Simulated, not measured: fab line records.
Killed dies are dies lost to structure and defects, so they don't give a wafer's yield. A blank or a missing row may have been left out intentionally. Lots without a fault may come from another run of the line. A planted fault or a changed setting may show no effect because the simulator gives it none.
The same fault as seen by 2 desks || flow n5_finfet || what lay behind the numbers comes last; until then each desk has only its own

== METROLOGY DESK ==
Means of the sampled wafers that have a number, per lot and without regard to the tool the lot ran on: this is what the gauges read. The brackets show how far a lot's mean lies from the usual mean; more than 4 standard deviations puts the lot out of limits, marked OUT. 7 of its 11 readings are shown: the first one out of limits and those lying furthest out on some lot.
Columns: A = DIBL_N at N5_BEOL_M4_RC_MEAS_101, usual 36.4 mV/V; B = DIBL_P at N5_BEOL_M4_RC_MEAS_101, usual 36.3 mV/V; C = IOFF_N at N5_BEOL_M4_RC_MEAS_101, usual 0.162 nA/um; D = ION_N at N5_BEOL_M4_RC_MEAS_101, usual 676 uA/um; E = SS_P at N5_BEOL_M4_RC_MEAS_101, usual 73.3 mV/dec; F = VT_N at N5_BEOL_M4_RC_MEAS_101, usual 249.3 mV; G = M8_ILD_THK at N5_BEOL_M8_THK_MEAS_01, usual 154.5 nm
{"lot": "L231", "first seen here": "day 8 05:42", "A": 36.9, "B": 36.1, "C": 0.170, "D": 683, "E": 73.1, "F": 247.9, "G": 154.8}
{"lot": "L234", "first seen here": "day 9 03:29", "A": 36.6, "B": 36.8, "C": 0.173, "D": 694, "E": 73.8, "F": 247.8, "G": 153.3}
{"lot": "L243", "first seen here": "day 11 18:20", "A": 34.7, "B": 36.1, "C": 0.144, "D": 677, "E": 73.8, "F": 251.4, "G": 153.7}
{"lot": "L246", "first seen here": "day 11 22:46", "A": 36.1, "B": 36.6, "C": 0.145, "D": 676, "E": 72.8, "F": 252.9, "G": "141.7 (-6.7) OUT"}
{"lot": "L245", "first seen here": "day 12 08:04", "A": 37.2, "B": 36.6, "C": 0.156, "D": 684, "E": 73.1, "F": 248.3, "G": "128.3 (-14) OUT"}
{"lot": "L248", "first seen here": "day 13 04:40", "A": 36.1, "B": 36.3, "C": 0.166, "D": 682, "E": 73.9, "F": 249.4, "G": 156.0}
{"lot": "L249", "first seen here": "day 13 07:33", "A": 36.3, "B": 34.4, "C": 0.159, "D": 665, "E": 72.8, "F": 250.6, "G": 154.3}
{"lot": "L251", "first seen here": "day 13 08:16", "A": 38.7, "B": 38.9, "C": 0.202, "D": 694, "E": 74.3, "F": 247.2, "G": 156.9}
This desk's result: L245, L246 out of limits, first on L246 (M8_ILD_THK at N5_BEOL_M8_THK_MEAS_01), day 13 03:40. L231, L234, L243, L248, L249, L251 stayed within limits.

== TOOL OWNER'S DESK, pecvd-02 ==
The tool's own readings at N5_BEOL_M8_ILD_DEP_00 (deposits SiCOH lowk from DEMS/porogen, target thk 179.75 nm, time 33.4 s): means of the sampled wafers that have a number, for each lot that ran on this tool. The brackets show how far a lot's mean lies from the usual mean; more than 4 standard deviations puts the lot out of limits, marked OUT.
Columns: A = heater_power_w at N5_BEOL_M8_ILD_DEP_00, usual 343 W; B = showerhead_plenum_p_Torr at N5_BEOL_M8_ILD_DEP_00, usual 5.742 Torr; C = throttle_valve_pct at N5_BEOL_M8_ILD_DEP_00, usual 13.8 %
{"lot": "L234", "first seen here": "day 10 14:10", "A": 373, "B": 5.742, "C": 13.8}
{"lot": "L243", "first seen here": "day 13 00:28", "A": 374, "B": 5.751, "C": 14.2}
{"lot": "L246", "first seen here": "day 13 03:05", "A": 343, "B": 5.738, "C": 13.5}
{"lot": "L245", "first seen here": "day 13 10:26", "A": 353, "B": 5.750, "C": 13.6}
This desk's finding: nothing out of limits on any of the 4 lots.

== BROUGHT TOGETHER ==
At day 13 03:40 the metrology desk could have sounded an alarm, on L245, L246.
The desk of the tool owner found nothing out of limits.
Tool owner's desk: L245, L246 on record, inside its limits.
On pecvd-02, each named lot ran N5_BEOL_M8_ILD_DEP_00.

== WHAT THE SIMULATOR HAD PUT IN ==
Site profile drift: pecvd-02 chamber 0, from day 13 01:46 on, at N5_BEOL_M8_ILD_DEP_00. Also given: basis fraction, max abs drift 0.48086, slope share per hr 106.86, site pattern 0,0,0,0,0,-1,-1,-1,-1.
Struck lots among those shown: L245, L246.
Delay in hours, fault start to first out-of-limits reading, per desk: metrology desk 2.
